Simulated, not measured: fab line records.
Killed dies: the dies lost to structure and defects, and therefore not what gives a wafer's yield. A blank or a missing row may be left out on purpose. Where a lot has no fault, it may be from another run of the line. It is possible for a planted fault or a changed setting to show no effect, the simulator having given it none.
Chamber matching + flow nand harc + 4 sister chambers for NHARC_A_STAIRCASE_DESCUM_11 on rie diel-11
The step chemistry O2, time 3 s. 24 wafers are shown with their chamber, then 12 later ones without.

EACH WAFER AND ITS CHAMBER
| wafer  | chamber | showerhead plenum p Torr (Torr) | drypump motor current A (A) | rf vpp V (V) |
|--------|---------|---------------------------------|-----------------------------|--------------|
| L079.2 | 1       | 1.84                            | 5.5                         | 57.7         |
| L079.5 | 0       | 1.95                            | 6.6                         | 57.9         |
| L079.6 | 3       | 1.77                            | 5.5                         | 57.4         |
| L076.1 | 1       | 1.84                            | 5.5                         | 57.4         |
| L076.3 | 3       | 1.77                            | 5.5                         | 55.7         |
| L076.4 | 0       | 1.95                            | 6.5                         | 58.5         |
| L083.1 | 1       | 1.84                            | 5.5                         | 58.6         |
| L083.2 | 3       | 1.77                            | 5.4                         | 59.1         |
| L083.5 | 0       | 1.95                            | 6.5                         | 58.6         |
| L080.3 | 0       | 1.95                            | 6.5                         | 59.0         |
| L080.5 | 3       | 1.77                            | 5.5                         | 57.3         |
| L080.6 | 2       | 1.97                            | 5.4                         | 58.4         |
| L081.2 | 3       | 1.77                            | 5.5                         | 56.5         |
| L081.4 | 1       | 1.84                            | 5.5                         | 56.8         |
| L081.6 | 3       | 1.77                            | 5.4                         | 57.7         |
| L085.1 | 1       | 1.84                            | 5.5                         | 56.5         |
| L085.3 | 3       | 1.77                            | 5.4                         | 57.4         |
| L085.6 | 1       | 1.84                            | 5.5                         | 56.2         |
| L092.2 | 3       | 1.76                            | 5.4                         | 55.9         |
| L092.3 | 0       | 1.94                            | 6.5                         | 58.8         |
| L092.4 | 1       | 1.84                            | 5.5                         | 58.0         |
| L092.1 | 2       | 1.97                            | 5.4                         | 56.7         |
| L092.5 | 2       | 1.97                            | 5.4                         | 58.6         |
| L092.6 | 1       | 1.84                            | 5.5                         | 58.2         |

SIGNATURES, as means of the wafers listed above
| reading                  | chamber 0 | chamber 1 | chamber 2 | chamber 3 | scatter within a chamber |
|--------------------------|-----------|-----------|-----------|-----------|--------------------------|
| showerhead plenum p Torr | 1.9480    | 1.8400    | 1.9700    | 1.7688    | 0.00289                  |
| drypump motor current A  | 6.520     | 5.500     | 5.400     | 5.450     | 0.0374                   |
| rf vpp V                 | 58.560    | 57.425    | 57.900    | 57.125    | 0.904                    |
Rule: distance of a wafer from a chamber = root of the sum over the readings of ((wafer's reading minus chamber's mean) / reading's scatter) squared. If the next closest chamber is less than 2 further off than the closest, the wafer can't be placed; otherwise it belongs to the closest. The scatter is the square root of a quotient: the sum, over the shown wafers, of each reading's squared deviation from its chamber's mean, divided by wafers minus chambers.

WAFERS MISSING THEIR CHAMBER
| wafer  | showerhead plenum p Torr (Torr) | drypump motor current A (A) | rf vpp V (V) |
|--------|---------------------------------|-----------------------------|--------------|
| L088.2 | 1.83                            | 5.5                         | 57.9         |
| L088.3 | 1.97                            | 5.4                         | 56.9         |
| L088.5 | 1.83                            | 5.5                         | 57.7         |
| L088.1 | 1.94                            | 6.5                         | 58.3         |
| L088.4 | 1.76                            | 5.4                         | 56.7         |
| L088.6 | 1.97                            | 5.4                         | 57.5         |
| L093.1 | 1.83                            | 5.5                         | 58.4         |
| L093.3 | 1.97                            | 5.4                         | 58.6         |
| L093.6 | 1.94                            | 6.6                         | 57.2         |
| L097.2 | 1.96                            | 5.4                         | 58.2         |
| L097.4 | 1.76                            | 5.4                         | 59.0         |
| L097.5 | 1.96                            | 5.4                         | 57.7         |

WHICH CHAMBER EACH ONE RAN IN
| wafer  | from the rows above | in truth |
|--------|---------------------|----------|
| L088.2 | 1                   | 1        |
| L088.3 | 2                   | 2        |
| L088.5 | 1                   | 1        |
| L088.1 | 0                   | 0        |
| L088.4 | 3                   | 3        |
| L088.6 | 2                   | 2        |
| L093.1 | 1                   | 1        |
| L093.3 | 2                   | 2        |
| L093.6 | 0                   | 0        |
| L097.2 | 2                   | 2        |
| L097.4 | 3                   | 3        |
| L097.5 | 2                   | 2        |
Placed correctly: 12 of 12. From these rows, 0 cannot be placed. Placed wrongly: 0.
